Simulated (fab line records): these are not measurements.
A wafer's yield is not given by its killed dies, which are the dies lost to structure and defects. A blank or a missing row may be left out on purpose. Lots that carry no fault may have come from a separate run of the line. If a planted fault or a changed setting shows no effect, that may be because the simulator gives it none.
fab line records | flow nandHarc
record: lots: 15 wafers: 43 lastDay: 33
route steps=1302 shown A_CHANNEL_FILL_D1@492 A_ONON_D2@553 A_CHANNEL_HOLE_D2@583 END@1302
lots that met no fault: from a run of the same line without faults
startH: hours from the record's opening day to when the first of the lot's shown wafers began | waitH: how many hours have passed since the lot's step before this one | " identical to the entry in the row above | L1.1+2: a row that stands for several wafers | - no value, or no start was given | * or withheld: withheld | < > ~ a bound
route shown NAME@n: a module of which the file shows steps, and the number in the route of the first | usual: mean/standard deviation of fault-free wafers | same: alike in all rows | chamber/n: place in a boat | sites: per-site readings | _std_site: their standard deviation | _edge_site: mean of outer sites minus mean of inner sites | radiusMm: for every site, how far away it sits from the centre of the wafer | mask NAME#n: copy n | behind: the last tool/chamber to shape the wafer | hold: reason for holding the lot/hours on hold/outcome of the hold | device: transistor that didn't switch, given as n, p or np | end of line: the route-end tests of the same wafers | where a step has no rows: the recipe by itself | killed: the dies lost at the first sort to structure and to defects; this is not the yield of the wafer | map: shows each die of a wafer: x if killed, . if not, _ if none is there
set.NAME: the setting as run; set.NAME@STEP: as run at that earlier step | model.NAME: the simulator's own value behind a step, which no gauge read
steps of the route over a sample of lots; a table a step, a row a wafer
services: a tool's chamber out of use, with start hour (startH, from the record's first day; less than 0 if before it), hours out, and reason
== steps ==
step: NHARC_A_CHANNEL_FILL_D1_ALD_02
recipe: targetThkA: 60 pulseTimeS: 10 aldCycles: 60 tempC: 300 material: SiO2
usual: heaterPowerW: 430/40 precursorPulseHeightRel: 1.000/0.02
columns lot.wafer tool chamber startH waitH heaterPowerW precursorPulseHeightRel
L513.2 aldHk-02 1 193.03 - 520 1.027
L513.5 " 2 " " 429 0.965
L513.6 " 3 " " 439 0.983
L515.4 aldHk-01 1 217.05 - 404 1.018
L515.1 " 3 " " 375 0.996
L515.6 " 2 " " 427 0.995
L518.3 aldHk-01 0 238.27 - 454 1.000
L518.2 " 1 " " 432 1.003
L518.6 " 0 " " 453 0.965
L520.1 aldHk-01 2 266.38 - 431 1.009
L520.3 " 3 " " 371 1.004
L520.5 " 1 " " 411 0.989
L523.3 aldHk-01 1 281.32 - 427 1.027
L523.6 " 1 " " 431 1.006
L523.5 " 2 " " 434 1.023
L526.3 aldHk-03 2 304.68 - 424 0.996
L526.2 " 3 " " 428 1.022
L526.5 " 1 " " 409 1.000
L524.3 aldHk-03 3 308.91 - 423 0.989
L524.2 " 0 " " 480 0.965
L525.3 aldHk-02 0 313.61 - 389 0.999
L525.6 " 2 " " 428 1.002
L528.4 aldHk-01 3 330.72 - 375 0.963
L528.3 " 0 " " 427 0.994
L528.2 " 1 " " 394 0.999
L529.3 aldHk-03 1 348.81 - 410 1.005
L529.4 " 2 " " 435 1.008
L529.5 " 0 " " 479 0.998
L531.1 aldHk-03 3 362.84 - 432 1.001
L531.4 " 1 " " 409 0.975
L531.5 " 2 " " 435 0.995
L532.1 aldHk-02 0 386.45 - 394 0.997
L532.6 " 3 " " 461 1.016
L532.5 " 0 " " 388 0.977
L534.4 aldHk-02 3 398.99 - 450 1.009
L534.3 " 0 " " 389 1.009
L534.5 " 2 " " 403 0.979
L533.3 aldHk-02 3 403.11 - 466 1.009
L533.2 " 1 " " 543 1.000
L533.5 " 0 " " 395 0.980
L535.3 aldHk-03 0 410.66 - 479 1.000
L535.1 " 2 " " 413 1.009
L535.5 " 1 " " 394 1.023
step: NHARC_A_ONON_D2_DEP_12
recipe: targetThkA: 10000 n2FlowSccm: 2750 n2oFlowSccm: 2000 nh3FlowSccm: 500 sih4FlowSccm: 210 tempC: 400
columns lot.wafer tool chamber startH waitH
L513.2+5+6 pecvdOnon-02 0 288.92 0.1
L515.1+4+6 pecvdOnon-01 0 311.23 0.1
L518.2+3+6 pecvdOnon-01 0 335.11 0.1
L520.1+3+5 pecvdOnon-04 0 354.18 0.1
L523.3+5+6 pecvdOnon-04 0 368.15 0.3
L526.2+3+5 pecvdOnon-01 0 389.64 0.1
L524.2+3 pecvdOnon-04 0 389.66 0.1
L525.3+6 pecvdOnon-04 0 400.71 0.2
L528.2+3+4 pecvdOnon-01 0 415.85 0.1
L529.3+4+5 pecvdOnon-01 0 435.74 0.2
L531.1+4+5 pecvdOnon-01 0 447.19 0.1
L532.1+5+6 pecvdOnon-04 0 472.96 0.1
L534.3+4+5 pecvdOnon-02 0 485.05 0.2
L533.2+3+5 pecvdOnon-04 0 487.09 0.1
L535.1+3+5 pecvdOnon-01 0 494.62 0.2
step: NHARC_A_ONON_D2_THK_MEAS_14
recipe: thkMeasGauge: ellipsometry
usual: thkNm: 996/7.8
columns lot.wafer tool chamber startH waitH thkNm
L513.2 filmMetro-02 - 289.38 - 996
L513.5 " - " " 996
L513.6 " - " " 995
L515.1 filmMetro-01 - 311.75 - 984
L515.4 " - " " 985
L515.6 " - " " 987
L518.2 filmMetro-02 - 335.56 - 994
L518.3 " - " " 995
L518.6 " - " " 993
L520.1 filmMetro-01 - 354.69 - 998
L520.3 " - " " 996
L520.5 " - " " 998
L523.3 filmMetro-01 - 368.55 - 941
L523.5 " - " " 1002
L523.6 " - " " 1002
L526.2 filmMetro-02 - 390.10 - 993
L526.3 " - " " 996
L526.5 " - " " 996
L524.2 filmMetro-01 - 390.11 - 934
L524.3 " - " " 935
L525.3 filmMetro-01 - 401.10 - 944
L525.6 " - " " 1005
L528.2 filmMetro-01 - 416.30 - 1007
L528.3 " - " " 1006
L528.4 " - " " 1006
L529.3 filmMetro-01 - 436.13 - 1008
L529.4 " - " " 1006
L529.5 " - " " 1007
L531.1 filmMetro-01 - 447.70 - 995
L531.4 " - " " 997
L531.5 " - " " 996
L532.1 filmMetro-01 - 473.48 - 1005
L532.5 " - " " 1005
L532.6 " - " " 1004
L534.3 filmMetro-02 - 485.44 - 977
L534.4 " - " " 977
L534.5 " - " " 977
L533.2 filmMetro-01 - 487.55 - 996
L533.3 " - " " 998
L533.5 " - " " 999
L535.1 filmMetro-02 - 495.13 - 989
L535.3 " - " " 986
L535.5 " - " " 985
step: NHARC_A_CHANNEL_HOLE_D2_OVL_MEAS_11
usual: overlayXNm: -0.1/0.84 overlayYNm: 0.2/0.93
columns lot.wafer tool chamber startH waitH overlayXNm overlayYNm
L513.2 overlay-01 - 303.07 - 1.3 -1.0
L513.5 " - " " 1.0 -1.2
L513.6 " - " " 1.3 -0.9
L515.1 overlay-02 - 328.80 - -1.0 0.2
L515.4 " - " " -0.6 0.5
L515.6 " - " " -0.3 -0.2
L518.2 overlay-01 - 348.95 - -1.1 0.1
L518.3 " - " " -0.9 -0.4
L518.6 " - " " -0.9 0.5
L520.1 overlay-02 - 368.42 - -0.6 2.2
L520.3 " - " " -0.3 2.0
L520.5 " - " " -0.3 2.5
L523.5 overlay-01 - 381.32 - -1.1 -1.3
L523.6 " - " " -0.8 -1.5
L526.2 overlay-01 - 409.55 - -1.2 -0.7
L526.3 " - " " -1.0 -0.7
L526.5 " - " " -1.0 0.0
L525.6 overlay-01 - 417.57 - 0.4 1.5
L528.2 overlay-02 - 429.41 - 0.1 -0.2
L528.3 " - " " 0.2 -0.4
L528.4 " - " " 0.2 0.1
L529.3 overlay-01 - 451.53 - -0.9 1.7
L529.4 " - " " -0.3 1.1
L529.5 " - " " -0.8 0.7
L531.1 overlay-02 - 460.89 - 1.3 -0.1
L531.4 " - " " 0.6 -0.2
L531.5 " - " " 1.1 -0.6
L532.1 overlay-01 - 490.96 - -0.8 1.2
L532.5 " - " " -0.6 0.9
L532.6 " - " " -0.4 1.0
L533.2 overlay-02 - 499.73 - -1.3 -0.2
L533.3 " - " " -0.5 -0.2
L533.5 " - " " -0.9 0.5
L534.3 overlay-02 - 501.60 - 0.7 0.0
L534.4 " - " " 0.6 -0.3
L534.5 " - " " 0.4 0.5
L535.1 overlay-02 - 509.26 - -0.2 0.5
L535.3 " - " " 0.0 -1.0
L535.5 " - " " -0.3 -0.1
step: NHARC_END_SORT_01
recipe: tempC: 25
usual: killedAtArray: 59/20 killedAtOther: 0.8/1 killedAtPeriphery: 3.2/2.1 killedDies: 63/21 killedOpen: 3.0/1.9 killedShort: 2.3/1.5
same: grossDies: 677
columns lot.wafer tool chamber startH waitH killedAtArray killedAtOther killedAtPeriphery killedDies killedOpen killedShort
L523.3 prober-01 0 654.28 3.1 668 3 6 677 1 3
L523.5 prober-01 0 655.85 3.7 42 2 4 48 7 4
L523.6 prober-01 0 656.64 3.9 37 1 2 40 1 4
L525.3 prober-01 0 679.69 3.1 677 0 0 677 2 1
L525.6 prober-01 0 682.08 4.0 85 0 3 88 5 2
L524.2 prober-01 0 686.67 2.8 673 0 4 677 5 2
L524.3 prober-01 0 687.46 3.1 674 0 3 677 2 1
killed by level:class
L523.3 A_ONON_D2:areaDep=634 A_CHANNEL_HOLE_D2:chamberFilmFlake=19 P_BONDPAD:chamberFilmFlake=3 A_CHANNEL_HOLE_D1:chamberFilmFlake=3 A_CHANNEL_FILL_D2:chamberFilmFlake=3 THIN_TSV:chamberFilmFlake=3 P_ZERO_WELL:chamberFilmFlake=2 A_STAIRCASE:chamberFilmFlake=2
L523.5 A_CHANNEL_HOLE_D2:chamberFilmFlake=15 A_STAIRCASE:chamberFilmFlake=5 A_CONTACT:chamberFilmFlake=5 A_CHANNEL_HOLE_D1:chamberFilmFlake=3 A_WL_FILL:geometricParticle:open=2 A_SLIT:chamberFilmFlake=2 A_BONDPAD:chamberFilmFlake=2 THIN_TSV:chamberFilmFlake=2
L523.6 A_CHANNEL_HOLE_D2:chamberFilmFlake=12 A_CONTACT:chamberFilmFlake=7 A_CHANNEL_HOLE_D1:chamberFilmFlake=6 A_WL_FILL:chamberFilmFlake=3 A_SOURCE_PLATE:geometricParticle:short=2 P_BONDPAD:chamberFilmFlake=2 A_CHANNEL_FILL_D2:chamberFilmFlake=2 A_BONDPAD:chamberFilmFlake=2
L525.3 A_ONON_D2:areaDep=584 A_CHANNEL_HOLE_D1:chamberFilmFlake=29 A_SLIT:chamberFilmFlake=25 A_CHANNEL_HOLE_D2:chamberFilmFlake=14 A_STAIRCASE:chamberFilmFlake=7 A_CONTACT:chamberFilmFlake=6 A_SGD_CUT:chamberFilmFlake=3 A_M1:chamberFilmFlake=3
L525.6 A_CHANNEL_HOLE_D1:chamberFilmFlake=30 A_SLIT:chamberFilmFlake=24 A_CHANNEL_HOLE_D2:chamberFilmFlake=6 A_STAIRCASE:chamberFilmFlake=6 A_CONTACT:chamberFilmFlake=5 A_DECK1_JOINT:geometricParticle:open=3 A_CHANNEL_FILL_D2:chamberFilmFlake=3 A_SGD_CUT:chamberFilmFlake=3
L524.2 A_ONON_D2:areaDep=600 A_SLIT:chamberFilmFlake=33 A_CONTACT:chamberFilmFlake=11 A_CHANNEL_HOLE_D1:chamberFilmFlake=7 A_STAIRCASE:chamberFilmFlake=5 A_CHANNEL_FILL_D2:chamberFilmFlake=3 A_SGD_CUT:chamberFilmFlake=3 A_WL_FILL:chamberFilmFlake=2
L524.3 A_ONON_D2:areaDep=622 A_SLIT:chamberFilmFlake=27 A_CHANNEL_HOLE_D1:chamberFilmFlake=10 A_CONTACT:chamberFilmFlake=5 A_STAIRCASE:chamberFilmFlake=4 P_CONTACT:chamberFilmFlake=2 A_BLC:chamberFilmFlake=2 A_ONON_D1:geometricParticle:short=1
== services ==
columns tool chamber startH hours kind
aldHk-02 - 172.56 10.0 pm
aldHk-03 - 178.32 3.1 repair
pecvdOnon-02 - 185.53 13.0 pm
aldHk-03 - 217.79 10.0 pm
pecvdOnon-01 - 269.00 13.0 pm
aldHk-02 - 284.76 0.8 repair
aldHk-01 0 304.47 10.0 ventCycle
aldHk-01 3 304.47 10.0 ventCycle
pecvdOnon-04 - 311.46 13.0 pm
aldHk-01 0 314.47 - clean
aldHk-01 1 314.47 - clean
aldHk-01 2 314.47 - clean
aldHk-01 3 314.47 - clean
pecvdOnon-02 - 327.18 0.1 repair
pecvdOnon-02 - 366.53 13.0 pm
aldHk-03 - 395.79 10.0 pm
pecvdOnon-01 - 450.00 13.0 pm
pecvdOnon-02 - 464.77 2.9 repair
aldHk-01 - 482.47 10.0 pm
aldHk-01 0 482.47 10.0 ventCycle
aldHk-01 1 482.47 10.0 ventCycle
aldHk-01 2 482.47 10.0 ventCycle
aldHk-01 3 482.47 10.0 ventCycle
pecvdOnon-04 - 492.60 13.0 pm
== key ==
firstSign: step: NHARC_A_ONON_D2_THK_MEAS_14 reading: thkNm direction: down sigmas: 7.3 usual: 996 struck: 939
effect: step: NHARC_END_SORT_01 reading: killedAtArray direction: up sigmas: 30 usual: 59 struck: 673
moreKillsBornAt: NHARC_A_ONON_D2_DEP_12@pecvdOnon-04: 2440
metAt NHARC_A_ONON_D2_DEP_12
struckLots L523,L524,L525
struckWafers L523.3,L524.2,L524.3,L525.3
laterRowsLeftOut L523.3,L524.2,L524.3,L525.3
testerLeftOut L523,L524,L525
notActingAt NHARC_A_CHANNEL_FILL_D1_ALD_02,NHARC_A_CHANNEL_HOLE_D2_OVL_MEAS_11
onsetBetween 354.18 368.15
fault: kind: processParameterDrift tool: pecvdOnon-04 chamber: - onsetH: 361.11 steps: NHARC_A_ONON_D2_DEP_12 channel: targetThkA offset: * shape: step endH: 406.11 scope: struckWafersOnly actsIn: * stated: *
testerLeftOut: of these lots the tester's yield and bins aren't shown, on N5 and GAA mostly nor the transistor test; their killed dies are dies lost to structure and defects alone, not to doping, threshold or leakage, so they don't give the yield
laterRowsLeftOut: the simulator's readings of these wafers behind a module that went badly wrong aren't trusted and aren't shown, but for the sort
